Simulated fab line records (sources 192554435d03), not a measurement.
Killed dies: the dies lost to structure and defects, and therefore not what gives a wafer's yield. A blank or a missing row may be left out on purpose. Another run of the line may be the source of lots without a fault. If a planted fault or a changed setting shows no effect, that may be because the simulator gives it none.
fab line records	flow n5_finfet
[record] lots = 8	wafers = 24	last_day = 17
route steps=1938 shown BEOL_M3@954 BEOL_M4@1111 PASSIVATION@1936
lots untouched by any fault: they come from a run of this same line in which no faults occurred
start_h: hours from the record's first day to the start of the lot's first wafer shown	wait_h: time in hours since the lot's previous step	" as in the row above	L1.1+2: a single row standing in for several wafers	- value missing, or start not given	* or withheld: withheld	< > ~ a bound
route shown NAME@n: NAME is a module with steps in the file, n the number in the route of the first one	usual: mean/standard deviation of fault-free wafers	same: alike in all rows	chamber/n: place in a boat	sites: per-site readings	_std_site: the standard deviation of these	_edge_site: inner sites' mean taken away from outer sites' mean	radius_mm: how far each site lies from the wafer's centre	mask NAME#n: copy n	behind: the last tool/chamber to shape the wafer	hold: why the lot went on hold/how many hours it stayed there/how the hold came to an end	device: names the non-switching transistor (n, p or np)	end of line: the same wafers' tests at the end of the route	a step without rows: its recipe alone	killed: not the wafer's yield, but the dies lost to structure and defects at the first sort	map: dies across one wafer; x = killed, . = not, _ = none there
set.NAME: the setting as run; set.NAME@STEP: as run at that earlier step	model.NAME: the simulator's own value behind a step, which no gauge read
route steps across a sampled set of lots; one table per step, one row per wafer
services: from which hour (start_h, from the record's first day; less than 0 if before it) a tool's chamber was out of use, for how many hours, and why
[[steps]]
[step N5_BEOL_M3_HM_OPEN_17]
[recipe] chemistry = Cl2/BCl3	target_depth_a = 200	overetch_a = 60	target = TiN	mask_material = SOC	ion_energy_ev = 150	pressure_mtorr = 10	icp_w = 1000	bias_w = 126	Cl2_flow_sccm = 53.25	bcl3_flow_sccm = 21.75	Ar_flow_sccm = 25
[usual] chamber_pressure_mTorr = 10.000/0.0086	drypump_motor_current_A = 5.6/0.45	oes_product_au = 0.64/0.093	rf_fwd_power_W = 993/3.5	throttle_valve_pct = 22.08/0.27
lot.wafer	tool	chamber	start_h	wait_h	chamber_pressure_mTorr	drypump_motor_current_A	oes_product_au	rf_fwd_power_W	rf_hours_counter_h	throttle_valve_pct
L543.3	rie_metal-03	1	163.83	0.1	9.988	5.8	0.54	990	-	21.67
L543.4	"	0	"	"	10.003	4.7	0.62	994	-	22.01
L543.6	"	1	"	"	9.991	5.8	0.54	988	-	21.66
L545.1	rie_metal-03	1	169.21	0.0	9.993	5.8	0.54	992	104	21.64
L545.3	"	1	"	"	10.002	5.8	0.55	989	-	21.65
L545.5	"	0	"	"	10.000	4.8	0.63	994	-	21.98
L546.2	rie_metal-02	0	173.49	0.0	9.998	5.7	0.56	992	106	22.48
L546.4	"	1	"	"	9.984	5.4	0.77	992	-	21.86
L546.5	"	1	"	"	10.004	5.4	0.76	995	-	21.88
L547.3	rie_metal-01	1	175.79	0.1	10.013	5.9	0.70	993	-	22.20
L547.4	"	1	"	"	10.011	5.9	0.69	995	-	22.20
L547.6	"	1	"	"	10.007	5.9	0.68	996	-	22.18
L554.1	rie_metal-02	1	230.69	0.0	9.993	5.4	0.74	998	17	21.88
L554.2	"	0	"	"	9.992	5.7	0.53	989	111	22.52
L554.5	"	0	"	"	9.998	5.7	0.54	989	-	22.49
L555.2	rie_metal-03	1	230.90	0.0	9.990	5.8	0.53	989	110	21.67
L555.4	"	0	"	"	10.000	4.7	0.60	994	-	22.02
L555.6	"	1	"	"	9.992	5.8	0.54	993	-	21.67
L560.2	rie_metal-03	1	255.32	0.0	10.002	5.8	0.53	995	111	21.65
L560.5	"	0	"	"	10.000	4.7	0.61	990	-	22.02
L560.6	"	1	"	"	9.993	5.8	0.53	993	-	21.68
L562.4	rie_metal-02	0	275.30	0.1	9.996	5.8	0.54	990	-	22.51
L562.5	"	1	"	"	10.001	5.4	0.73	995	-	21.90
L562.6	"	0	"	"	9.998	5.7	0.53	988	-	22.50
[step N5_BEOL_M3_OVL_MEAS_29]
[recipe] points_per_wafer = 522
[usual] V2_OVL = 0.1/0.68
lot.wafer	tool	chamber	start_h	wait_h	V2_OVL[nm]
L543.3	overlay-02	0	164.47	0.0	0.6
L543.4	"	0	"	"	0.1
L543.6	"	0	"	"	-0.1
L545.1	overlay-01	0	169.92	0.0	0.0
L545.3	"	0	"	"	-0.1
L545.5	"	0	"	"	0.1
L546.2	overlay-01	0	174.15	0.0	0.2
L546.4	"	0	"	"	-0.2
L546.5	"	0	"	"	0.1
L547.3	overlay-02	0	176.48	0.0	0.3
L547.4	"	0	"	"	1.2
L547.6	"	0	"	"	1.0
L554.1	overlay-01	0	231.22	0.0	0.4
L554.2	"	0	"	"	-0.5
L554.5	"	0	"	"	-0.7
L555.2	overlay-01	0	231.47	0.0	0.2
L555.4	"	0	"	"	-0.4
L555.6	"	0	"	"	0.7
L560.2	overlay-02	0	255.98	0.0	0.0
L560.5	"	0	"	"	-0.6
L560.6	"	0	"	"	1.2
L562.4	overlay-01	0	276.02	0.0	1.4
L562.5	"	0	"	"	-0.3
L562.6	"	0	"	"	-0.3
[step N5_BEOL_M3_ALD_98]
[recipe] material = SiO2	target_thk_a = 25	temp_c = 100	ald_precursor_family = BDEAS	ald_co_reactant = O2-plasma	pulse_time_s = 1	co_reactant_pulse_time_s = 1	purge_time_s = 2	co_reactant_purge_time_s = 2	ald_cycles = 17	pressure_torr = 2
[usual] heater_power_w = 75/5.1	precursor_pulse_height_rel = 1.001/0.02
lot.wafer	tool	chamber	start_h	wait_h	heater_power_w	precursor_pulse_height_rel	since_wet_clean_h
L543.3	ald_sin-03	0	164.70	0.1	68	0.961	156
L543.4	"	0	"	"	66	1.022	-
L543.6	"	3	"	"	76	0.994	-
L545.1	ald_sin-04	2	170.15	0.1	76	1.020	266
L545.3	"	0	"	"	82	1.027	266
L545.5	"	2	"	"	76	0.977	-
L546.2	ald_sin-03	2	174.68	0.1	81	0.985	166
L546.4	"	3	"	"	77	0.980	166
L546.5	"	3	"	"	76	0.988	-
L547.3	ald_sin-03	3	176.96	0.3	77	0.992	169
L547.4	"	0	"	"	69	0.999	169
L547.6	"	0	"	"	68	1.001	-
L554.1	ald_sin-03	1	231.45	0.1	70	1.010	223
L554.2	"	2	"	"	81	1.003	223
L554.5	"	0	"	"	68	1.019	-
L555.2	ald_sin-03	2	231.69	0.1	83	0.994	223
L555.4	"	0	"	"	68	1.007	223
L555.6	"	2	"	"	82	1.015	-
L560.2	ald_sin-04	0	256.20	0.1	82	0.991	352
L560.5	"	2	"	"	76	1.013	-
L560.6	"	3	"	"	77	1.017	-
L562.4	ald_sin-03	1	277.57	1.2	68	1.028	269
L562.5	"	3	"	"	77	1.032	-
L562.6	"	2	"	"	83	1.006	-
[step N5_BEOL_M3_ETCH_70]
[recipe] chemistry = N2/H2	target = SOC	target_depth_a = 800	overetch_a = 160	mask_material = SiARC	temp_c = 40	time_s = 120	ion_energy_ev = 200	pressure_mtorr = 30	source_w = 840	bias_w = 150	n2_flow_sccm = 200	h2_flow_sccm = 200
[usual] bias_w = 150.0/0.48	chamber_pressure_mTorr = 29.996/0.024	drypump_motor_current_A = 5.7/0.48	oes_product_au = 0.59/0.06	rf_fwd_power_W = 835.2/2.8	rf_vpp_V = 523.2/2	showerhead_plenum_p_Torr = 2.52/0.073	temp_c = 39.99/0.11	throttle_valve_pct = 17.9/0.33
lot.wafer	tool	chamber	start_h	wait_h	bias_w	chamber_pressure_mTorr	drypump_motor_current_A	oes_product_au	rf_fwd_power_W	rf_hours_counter_h	rf_vpp_V	showerhead_plenum_p_Torr	temp_c	throttle_valve_pct
L543.3	rie_diel-02	0	168.82	0.0	150.0	29.975	6.0	0.57	833.7	171	524.1	2.51	39.81	18.0
L543.4	"	1	"	"	150.1	30.019	5.9	0.64	839.4	66	522.5	2.46	39.96	17.4
L543.6	"	1	"	"	149.7	29.991	5.9	0.64	838.9	-	523.2	2.46	40.05	17.4
L545.1	rie_diel-04	3	171.91	0.0	150.4	30.006	5.3	0.54	835.9	206	526.5	2.65	40.11	17.9
L545.3	"	2	"	"	150.0	29.993	6.1	0.53	833.3	220	526.2	2.64	39.95	18.4
L545.5	"	1	"	"	150.2	30.008	6.5	0.60	829.8	-	526.1	2.56	40.04	17.5
L546.2	rie_diel-02	2	179.02	0.0	-	-	-	-	-	-	-	-	-	-
L546.4	"	2	"	"	-	-	-	-	-	-	-	-	-	-
L546.5	"	0	"	"	-	-	-	-	-	-	-	-	-	-
L547.3	rie_diel-04	2	182.28	0.0	-	-	-	-	-	-	-	-	-	-
L547.4	"	3	"	"	-	-	-	-	-	-	-	-	-	-
L547.6	"	0	"	"	-	-	-	-	-	-	-	-	-	-
L555.2	rie_diel-02	2	232.94	0.0	150.6	30.008	5.7	0.52	833.2	242	522.5	2.52	40.02	17.7
L555.4	"	0	"	"	150.0	30.031	6.0	0.56	836.7	190	523.4	2.50	39.94	18.1
L555.6	"	1	"	"	150.4	29.998	5.9	0.62	837.4	-	521.9	2.45	39.85	17.5
L554.1	rie_diel-04	2	243.53	0.0	149.8	29.993	6.1	0.52	831.8	240	525.1	2.64	39.81	18.5
L554.2	"	1	"	"	150.5	29.986	6.5	0.59	829.8	126	525.0	2.55	40.16	17.5
L554.5	"	0	"	"	150.3	29.978	5.6	0.71	833.0	-	522.6	2.50	40.08	17.9
L560.2	rie_diel-02	0	265.56	0.0	149.5	30.025	5.9	0.56	838.8	199	524.0	2.50	39.89	18.1
L560.5	"	0	"	"	149.0	30.006	6.0	0.56	835.9	-	522.4	2.50	39.91	18.1
L560.6	"	3	"	"	149.1	30.015	5.0	0.58	831.8	-	519.7	2.42	40.16	18.2
L562.4	rie_diel-02	1	282.34	0.0	150.1	30.039	5.9	0.61	830.6	100	520.8	2.45	40.24	17.5
L562.5	"	3	"	"	149.9	29.985	5.1	0.57	838.4	-	519.7	2.42	40.08	18.2
L562.6	"	2	"	"	149.9	29.982	5.8	0.74	833.6	-	522.8	2.52	39.91	17.4
[step N5_BEOL_M3_VIA_ETCH_34]
[recipe] chemistry = C4F6/O2	target_depth_a = 694	mask_material = SOC	pressure_mtorr = 15	ion_energy_ev = 250	taper_deg = 4	time_s = 65.9	source_w = 350	bias_w = 170	Ar_flow_sccm = 300	C4F6_flow_sccm = 10	O2_flow_sccm = 10
[usual] C4F6_flow_sccm = 10.001/0.029	O2_flow_sccm = 10.000/0.03	chamber_pressure_mTorr = 14.997/0.02	drypump_motor_current_A = 5.7/0.47	oes_product_au = 0.77/0.08	rf_fwd_power_W = 346.9/1.4	rf_vpp_V = 667/20	showerhead_plenum_p_Torr = 2.82/0.073	throttle_valve_pct = 30.8/0.53
lot.wafer	tool	chamber	start_h	wait_h	C4F6_flow_sccm	O2_flow_sccm	chamber_pressure_mTorr	drypump_motor_current_A	oes_product_au	rf_fwd_power_W	rf_hours_counter_h	rf_vpp_V	showerhead_plenum_p_Torr	throttle_valve_pct
L543.3	rie_diel-02	0	168.92	0.0	10.016	10.042	15.009	6.0	0.76	346.5	171	649	2.84	31.2
L543.4	"	1	"	"	9.949	9.968	15.006	5.9	0.84	348.7	66	639	2.76	30.5
L543.6	"	1	"	"	10.006	9.940	14.972	5.9	0.84	350.0	-	642	2.76	30.5
L545.1	rie_diel-04	3	172.01	0.0	10.005	10.035	14.982	5.3	0.72	347.3	206	674	2.96	30.7
L545.3	"	2	"	"	9.974	9.976	15.005	6.1	0.69	345.9	220	665	2.94	31.5
L545.5	"	1	"	"	9.972	10.021	15.007	6.5	0.79	345.5	-	707	2.82	29.9
L546.2	rie_diel-02	2	179.12	0.0	9.974	10.039	14.997	5.8	0.27	346.4	226	677	2.79	30.0
L546.4	"	2	"	"	9.967	10.015	14.989	5.8	0.25	346.3	-	676	2.79	30.0
L546.5	"	0	"	"	10.024	10.010	14.971	6.0	0.28	347.4	-	650	2.84	31.1
L547.3	rie_diel-04	2	182.38	0.0	10.041	9.947	14.982	6.1	0.26	346.5	223	666	2.94	31.4
L547.4	"	3	"	"	10.048	10.022	14.989	5.3	0.27	345.7	209	674	2.96	30.6
L547.6	"	0	"	"	10.012	9.966	15.003	5.6	0.27	349.7	-	650	2.79	31.1
L555.2	rie_diel-02	2	233.04	0.0	10.048	10.003	15.012	5.7	0.66	347.4	242	676	2.79	30.1
L555.4	"	0	"	"	10.012	9.988	15.014	6.0	0.74	347.5	190	650	2.83	31.2
L555.6	"	1	"	"	9.999	9.970	15.010	5.9	0.83	347.4	-	640	2.75	30.5
L554.1	rie_diel-04	2	243.63	0.0	10.011	9.986	14.992	6.1	0.67	346.1	240	664	2.93	31.5
L554.2	"	1	"	"	10.006	9.957	14.990	6.5	0.77	345.1	126	706	2.82	29.9
L554.5	"	0	"	"	9.981	10.005	14.967	5.5	0.91	347.2	-	652	2.79	30.8
L560.2	rie_diel-02	0	265.66	0.0	10.004	9.929	15.005	6.0	0.73	349.5	199	650	2.83	31.2
L560.5	"	0	"	"	10.043	9.949	14.853	6.0	0.73	349.3	-	649	2.83	31.2
L560.6	"	3	"	"	9.994	10.000	15.003	5.1	0.76	345.9	-	677	2.75	31.5
L562.4	rie_diel-02	1	282.44	0.0	9.980	10.028	14.987	5.9	0.81	347.4	100	639	2.74	30.5
L562.5	"	3	"	"	9.956	9.970	14.992	5.0	0.76	348.0	-	679	2.75	31.6
L562.6	"	2	"	"	10.025	10.015	14.900	5.7	0.98	348.2	-	676	2.78	30.3
[step N5_BEOL_M4_RC_MEAS_101]
[usual] DIBL_N = 35.4/2.1	DIBL_P = 34.8/2.6	IOFF_N = 0.15/0.037	IOFF_P = 0.19/0.037	ION_N = 677/16	ION_P = 462/9.3	SS_N = 71.4/0.75	SS_P = 72.9/0.77	VT_N = 250/3.7	VT_P = -251/3.5
lot.wafer	tool	chamber	start_h	wait_h	DIBL_N[mV/V]	DIBL_P[mV/V]	IOFF_N[nA/um]	IOFF_P[nA/um]	ION_N[uA/um]	ION_P[uA/um]	SS_N[mV/dec]	SS_P[mV/dec]	VT_N[mV]	VT_P[mV]
L543.3	prober-02	0	183.90	0.3	34.8	32.0	0.13	0.19	679	472	70.9	72.6	250	-248
L543.4	"	0	"	"	35.0	32.7	0.14	0.20	682	478	71.0	72.5	249	-250
L543.6	"	0	"	"	33.1	30.1	0.11	0.17	672	470	70.0	72.6	253	-251
L545.1	prober-02	0	198.45	0.2	34.7	35.4	0.15	0.18	697	463	70.7	72.6	249	-256
L545.3	"	0	"	"	31.1	31.0	0.09	0.13	665	461	70.3	71.1	256	-256
L545.5	"	0	"	"	35.3	35.7	0.14	0.19	679	464	71.1	72.5	249	-252
L555.2	prober-01	0	252.84	0.2	35.2	34.9	0.15	0.21	683	467	71.2	73.5	248	-248
L555.4	"	0	"	"	35.3	34.9	0.14	0.21	679	469	71.3	73.1	249	-249
L555.6	"	0	"	"	33.4	32.1	0.12	0.17	674	462	71.4	72.2	254	-250
L554.1	prober-02	0	258.33	0.0	33.6	33.6	0.15	0.20	688	480	70.6	72.4	246	-248
L554.2	"	0	"	"	35.7	36.7	0.18	0.24	682	469	71.7	72.5	248	-248
L554.5	"	0	"	"	34.1	34.6	0.16	0.22	700	479	71.4	72.1	246	-250
L560.2	prober-01	0	283.74	0.2	33.2	32.4	0.11	0.15	670	451	70.2	72.3	255	-254
L560.5	"	0	"	"	36.7	37.0	0.16	0.20	692	469	71.6	73.0	251	-251
L560.6	"	0	"	"	34.9	35.9	0.14	0.20	669	463	70.1	73.3	251	-251
L562.4	prober-01	0	303.34	0.5	35.9	34.1	0.13	0.15	656	449	71.6	72.8	255	-254
L562.5	"	0	"	"	39.2	39.1	0.20	0.22	709	469	72.2	74.6	245	-253
L562.6	"	0	"	"	35.8	33.8	0.13	0.14	668	445	71.5	73.2	254	-261
[step N5_PASSIVATION_PROBE_49]
[usual] defect_limited_yield = 90.5/1.7	killed_at_M0_to_M3 = 37/12	killed_at_M4_up = 14/5.2	killed_at_contacts = 12/5.9	killed_at_front_end = 45/14	killed_at_other = 3.5/2.8	killed_dies = 112/21	killed_on_rim = 15/4.5	killed_open = 73/15	killed_short = 36/8.9	sort_bin_5_function = 5.6/1.2	sort_bin_6_memory = 3.5/0.68	sort_n_pass = 1068/21	sort_yield_pct = 90.5/1.8
[same] gross_dies = 1180	killed_at_back_side = 0	sort_bin_4_leakage[%] = 0	sort_bin_8_speed[%] = 0
lot.wafer	tool	chamber	start_h	wait_h	defect_limited_yield[%]	killed_at_M0_to_M3	killed_at_M4_up	killed_at_contacts	killed_at_front_end	killed_at_other	killed_dies	killed_on_rim	killed_open	killed_short	sort_bin_5_function[%]	sort_bin_6_memory[%]	sort_n_pass	sort_yield_pct[%]
L543.3	prober-02	-	301.02	0.1	91.2	26	22	7	48	1	104	10	55	46	5.2	3.2	1076	91.2
L543.4	prober-02	-	301.07	0.2	91.2	32	22	3	46	1	104	10	58	43	4.3	4.2	1076	91.2
L543.6	prober-02	-	301.17	0.3	93.1	25	18	4	30	4	81	12	50	30	3.8	2.7	1099	93.1
L545.1	prober-01	-	307.87	0.0	92.2	23	9	12	42	6	92	12	58	31	4.3	2.8	1088	92.2
L545.3	prober-01	-	307.97	0.1	91.9	34	14	15	32	0	95	8	55	37	5.3	2.4	1085	91.9
L545.5	prober-01	-	308.07	0.2	90.4	38	18	17	34	6	113	18	78	28	5.3	3.8	1067	90.4
L547.3	prober-02	-	319.73	0.1	0	1091	11	12	66	0	1180	152	81	43	95.5	3.6	0	0
L547.4	prober-02	-	319.78	0.2	0	1097	14	5	63	1	1180	152	88	37	95.7	3.7	0	0
L547.6	prober-02	-	319.88	0.3	0	1090	15	17	58	0	1180	152	86	35	95.9	3.9	0	0
L546.2	prober-01	-	322.17	0.1	0	1099	25	15	37	4	1180	152	76	36	95.7	3.8	0	0
L546.4	prober-01	-	322.27	0.2	0	1088	25	18	48	1	1180	152	74	49	95.3	4.2	0	0
L546.5	prober-01	-	322.32	0.2	0	1106	13	12	45	4	1180	152	74	44	95.8	3.7	0	0
L555.2	prober-01	-	367.94	0.1	91.5	27	17	10	46	0	100	15	69	30	4.8	3.4	1080	91.5
L555.4	prober-01	-	368.04	0.2	90.3	28	17	19	49	2	115	13	81	31	5.7	3.6	1065	90.3
L555.6	prober-01	-	368.14	0.3	91.9	21	18	11	39	6	95	17	62	28	4.2	3.3	1085	91.9
L554.2	prober-02	-	371.80	0.1	93.1	30	6	6	37	2	81	12	50	29	4.2	2.4	1099	93.1
L554.5	prober-02	-	371.95	0.2	91.9	42	11	13	28	2	96	14	59	31	5.2	2.8	1084	91.9
L560.2	prober-01	-	391.50	0.1	85.4	60	12	18	77	5	172	22	114	54	10.0	4.2	1008	85.4
L560.5	prober-01	-	391.65	0.2	87.5	52	9	18	65	4	148	28	97	49	7.8	4.2	1032	87.5
L560.6	prober-01	-	391.70	0.3	89.6	38	12	12	57	4	123	15	78	39	6.2	3.9	1057	89.6
L562.4	prober-01	-	402.14	0.2	91.7	26	14	9	46	3	98	12	63	34	4.9	2.9	1082	91.7
L562.5	prober-01	-	402.19	0.2	92.2	29	21	5	33	4	92	11	57	32	5.1	2.5	1088	92.2
L562.6	prober-01	-	402.24	0.3	92.4	23	11	11	40	5	90	8	61	26	4.4	3.1	1090	92.4
// killed by level:class
L543.3 BEOL_M0_SAQP:geometric_particle:short=8 FIN_SAQP:geometric_particle:short=7 STI_FIN_REVEAL:geometric_particle:open=7 GATE_CUT:geometric_particle:short=7 FIN_SAQP:geometric_particle:open=6 STI_FIN_REVEAL:geometric_particle:short=5 DUMMY_GATE:geometric_particle:open=5 BEOL_M4:geometric_particle:open=5
L543.4 FIN_SAQP:geometric_particle:short=10 BEOL_M3:geometric_particle:open=9 STI_FIN_REVEAL:geometric_particle:open=8 BEOL_M1:geometric_particle:open=6 FIN_SAQP:geometric_particle:open=5 GATE_CUT:geometric_particle:short=5 GATE_CUT:geometric_particle:open=4 BEOL_M0_SAQP:geometric_particle:short=4
L543.6 BEOL_M2:geometric_particle:open=13 BEOL_M4:geometric_particle:open=8 FIN_SAQP:geometric_particle:short=5 FIN_SAQP:geometric_particle:open=4 ILD0:geometric_particle:short=4 GATE_CUT:geometric_particle:short=4 BEOL_M3:geometric_particle:short=4 STARTING-WAFER:geometric_particle:open=4
L545.1 MOL_CONTACT_COAG:geometric_particle:open=11 DUMMY_GATE:geometric_particle:open=7 FIN_SAQP:geometric_particle:open=5 STI_FIN_REVEAL:geometric_particle:open=5 GATE_CUT:geometric_particle:open=5 GATE_CUT:geometric_particle:short=5 BEOL_M0_SAQP:geometric_particle:open=5 FIN_SAQP:geometric_particle:short=4
L545.3 MOL_CONTACT_COAG:geometric_particle:open=11 BEOL_M0_SAQP:geometric_particle:short=9 BEOL_M0_SAQP:geometric_particle:open=7 BEOL_M4:geometric_particle:open=7 ILD0:geometric_particle:short=6 FIN_SAQP:geometric_particle:short=5 STI_FIN_REVEAL:geometric_particle:open=5 BEOL_M1:geometric_particle:open=5
L545.5 MOL_CONTACT_COAG:geometric_particle:open=15 BEOL_M0_SAQP:geometric_particle:open=10 BEOL_M2:geometric_particle:open=7 STI_FIN_REVEAL:geometric_particle:open=6 DUMMY_GATE:geometric_particle:open=6 BEOL_M0_SAQP:geometric_particle:short=6 BEOL_M3:geometric_particle:open=5 PAD_METAL:geometric_particle:open=5
L547.3 BEOL_M3:area_etch=1054 STI_FIN_REVEAL:geometric_particle:open=20 FIN_SAQP:geometric_particle:short=13 FIN_SAQP:geometric_particle:open=12 BEOL_M0_SAQP:geometric_particle:short=12 BEOL_M0_SAQP:geometric_particle:open=11 MOL_CONTACT_COAG:geometric_particle:open=10 GATE_CUT:geometric_particle:short=9
L547.4 BEOL_M3:area_etch=1055 STI_FIN_REVEAL:geometric_particle:open=23 FIN_SAQP:geometric_particle:open=15 BEOL_M2:geometric_particle:open=11 FIN_SAQP:geometric_particle:short=10 BEOL_M0_SAQP:geometric_particle:short=9 BEOL_M0_SAQP:geometric_particle:open=8 BEOL_M1:geometric_particle:open=6
L547.6 BEOL_M3:area_etch=1056 FIN_SAQP:geometric_particle:open=17 MOL_CONTACT_COAG:geometric_particle:open=16 STI_FIN_REVEAL:geometric_particle:open=15 BEOL_M0_SAQP:geometric_particle:open=12 FIN_SAQP:geometric_particle:short=9 BEOL_M0_SAQP:geometric_particle:short=9 BEOL_M3:geometric_particle:open=8
L546.2 BEOL_M3:area_etch=1064 BEOL_M2:geometric_particle:open=13 BEOL_M4:geometric_particle:open=13 MOL_CONTACT_COAG:geometric_particle:open=11 FIN_SAQP:geometric_particle:open=10 BEOL_M0_SAQP:geometric_particle:short=8 STI_FIN_REVEAL:geometric_particle:open=7 BEOL_M0_SAQP:geometric_particle:open=6
L546.4 BEOL_M3:area_etch=1056 FIN_SAQP:geometric_particle:open=12 STI_FIN_REVEAL:geometric_particle:open=12 MOL_CONTACT_COAG:geometric_particle:open=11 BEOL_M3:geometric_particle:short=10 BEOL_M4:geometric_particle:open=9 FIN_SAQP:geometric_particle:short=8 MOL_CONTACT_COAG:geometric_particle:short=7
L546.5 BEOL_M3:area_etch=1061 FIN_SAQP:geometric_particle:open=11 BEOL_M0_SAQP:geometric_particle:short=11 MOL_CONTACT_COAG:geometric_particle:open=9 BEOL_M0_SAQP:geometric_particle:open=9 FIN_SAQP:geometric_particle:short=8 STI_FIN_REVEAL:geometric_particle:open=8 BEOL_M2:geometric_particle:open=6
L555.2 MOL_CONTACT_COAG:geometric_particle:open=10 BEOL_M0_SAQP:geometric_particle:short=7 BEOL_M0_SAQP:geometric_particle:open=7 STARTING-WAFER:geometric_particle:open=7 FIN_SAQP:geometric_particle:open=6 STI_FIN_REVEAL:geometric_particle:open=6 DUMMY_GATE:geometric_particle:open=6 BEOL_M4:geometric_particle:open=5
L555.4 MOL_CONTACT_COAG:geometric_particle:open=16 BEOL_M1:geometric_particle:open=10 STI_FIN_REVEAL:geometric_particle:open=9 BEOL_M3:geometric_particle:open=7 FIN_SAQP:geometric_particle:open=6 DUMMY_GATE:geometric_particle:open=6 BEOL_M4:geometric_particle:open=6 STARTING-WAFER:geometric_particle:open=6
L555.6 FIN_SAQP:geometric_particle:open=10 MOL_CONTACT_COAG:geometric_particle:open=10 FIN_SAQP:geometric_particle:short=6 STI_FIN_REVEAL:geometric_particle:open=6 BEOL_M4:geometric_particle:open=6 BEOL_M6:geometric_particle:open=6 BEOL_M0_SAQP:geometric_particle:short=5 BEOL_M2:geometric_particle:short=5
L554.2 STI_FIN_REVEAL:geometric_particle:open=11 BEOL_M3:geometric_particle:open=8 BEOL_M2:geometric_particle:open=6 FIN_SAQP:geometric_particle:short=5 MOL_CONTACT_COAG:geometric_particle:open=5 BEOL_M0_SAQP:geometric_particle:short=5 BEOL_M3:geometric_particle:short=5 DUMMY_GATE:geometric_particle:open=4
L554.5 MOL_CONTACT_COAG:geometric_particle:open=10 BEOL_M1:geometric_particle:open=8 FIN_SAQP:geometric_particle:short=7 BEOL_M3:geometric_particle:open=7 BEOL_M2:geometric_particle:open=7 BEOL_M0_SAQP:geometric_particle:open=6 BEOL_M0_SAQP:geometric_particle:short=4 STI_FIN_REVEAL:geometric_particle:open=3
L560.2 STI_FIN_REVEAL:geometric_particle:open=40 BEOL_M3:geometric_particle:open=15 BEOL_M0_SAQP:geometric_particle:short=14 MOL_CONTACT_COAG:geometric_particle:open=13 BEOL_M0_SAQP:geometric_particle:open=11 FIN_SAQP:geometric_particle:short=9 STI_FIN_REVEAL:geometric_particle:short=6 GATE_CUT:geometric_particle:short=6
L560.5 STI_FIN_REVEAL:geometric_particle:open=28 BEOL_M0_SAQP:geometric_particle:short=17 MOL_CONTACT_COAG:geometric_particle:open=15 BEOL_M0_SAQP:geometric_particle:open=13 FIN_SAQP:geometric_particle:open=7 BEOL_M1:geometric_particle:open=7 FIN_SAQP:geometric_particle:short=6 STI_FIN_REVEAL:geometric_particle:short=6
L560.6 STI_FIN_REVEAL:geometric_particle:open=17 FIN_SAQP:geometric_particle:short=13 FIN_SAQP:geometric_particle:open=10 MOL_CONTACT_COAG:geometric_particle:open=9 BEOL_M0_SAQP:geometric_particle:short=9 BEOL_M0_SAQP:geometric_particle:open=9 BEOL_M2:geometric_particle:open=7 BEOL_M3:geometric_particle:open=7
L562.4 STI_FIN_REVEAL:geometric_particle:open=11 MOL_CONTACT_COAG:geometric_particle:open=8 BEOL_M0_SAQP:geometric_particle:open=7 BEOL_M4:geometric_particle:open=7 FIN_SAQP:geometric_particle:open=6 STARTING-WAFER:geometric_particle:short=6 STI_FIN_REVEAL:geometric_particle:short=4 BEOL_M0:geometric_particle:open=4
L562.5 STI_FIN_REVEAL:geometric_particle:open=8 BEOL_M0_SAQP:geometric_particle:open=7 GATE_CUT:geometric_particle:short=6 BEOL_M0_SAQP:geometric_particle:short=5 BEOL_M4:geometric_particle:open=5 BEOL_M5:geometric_particle:open=5 MOL_CONTACT_COAG:geometric_particle:open=4 STARTING-WAFER:geometric_particle:open=4
L562.6 STI_FIN_REVEAL:geometric_particle:open=10 MOL_CONTACT_COAG:geometric_particle:open=10 BEOL_M0:geometric_particle:open=7 DUMMY_GATE:geometric_particle:open=5 STI_FIN_REVEAL:geometric_particle:short=4 ILD0:geometric_particle:open=4 FIN_SAQP:geometric_particle:open=3 GATE_CUT:geometric_particle:open=3
[[services]]
tool	chamber	start_h	hours	kind
ald_sin-03	2	160.21	7.0	repair
ald_sin-04	-	170.99	6.1	pm
rie_diel-02	1	177.11	5.9	repair
rie_diel-04	0	186.86	-	clean
rie_diel-04	0	186.86	-	consumable_replace:focus_ring
rie_diel-04	0	186.86	14.6	scheduled_down
rie_diel-04	0	186.86	14.6	vent_cycle
rie_diel-02	3	191.84	6.5	repair
rie_diel-04	2	198.53	2.8	repair
rie_metal-03	1	200.76	2.8	repair
ald_sin-03	-	224.47	0.7	repair
ald_sin-04	1	233.35	5.2	repair
ald_sin-04	-	236.40	0.5	repair
rie_diel-02	3	243.66	9.1	repair
rie_diel-02	2	249.10	3.6	repair
rie_diel-02	2	265.88	-	clean
rie_diel-02	2	265.88	-	consumable_replace:focus_ring
rie_diel-02	2	265.88	14.2	scheduled_down
rie_diel-02	2	265.88	14.2	vent_cycle
rie_diel-04	0	266.58	4.5	repair
ald_sin-04	-	268.37	14.0	pm
rie_diel-04	2	276.19	-	clean
rie_diel-04	2	276.19	-	consumable_replace:focus_ring
ald_sin-03	1	277.97	10.4	repair
[[key]]
[first_sign] step = N5_BEOL_M3_ETCH_70	reading = tool_record	direction = missing
[effect] step = N5_BEOL_M3_VIA_ETCH_34	reading = oes_product_au	direction = down	sigmas = 6.3	usual = 0.77	struck = 0.27
[effect] step = N5_PASSIVATION_PROBE_49	reading = killed_at_M0_to_M3	direction = up	sigmas = 87	usual = 37	struck = 1095
[more_kills_born_at] N5_BEOL_M3_ETCH_70@rie_diel-02 = 3181	N5_BEOL_M3_ETCH_70@rie_diel-04 = 3165
met_at N5_BEOL_M3_ETCH_70
struck_lots L546,L547
later_rows_left_out L546.2,L546.4,L546.5,L547.3,L547.4,L547.6
not_acting_at N5_BEOL_M3_HM_OPEN_17,N5_BEOL_M3_OVL_MEAS_29,N5_BEOL_M3_ALD_98
onset_between 171.91 179.02
[fault] kind = skipped_step_whole	tool = rie_diel-02,rie_diel-04	chamber = -	onset_h = 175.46	steps = N5_BEOL_M3_ETCH_70	scope = struck_lots_only
// later_rows_left_out: the simulator's readings of these wafers behind a module that went badly wrong aren't trusted and aren't shown, but for the sort
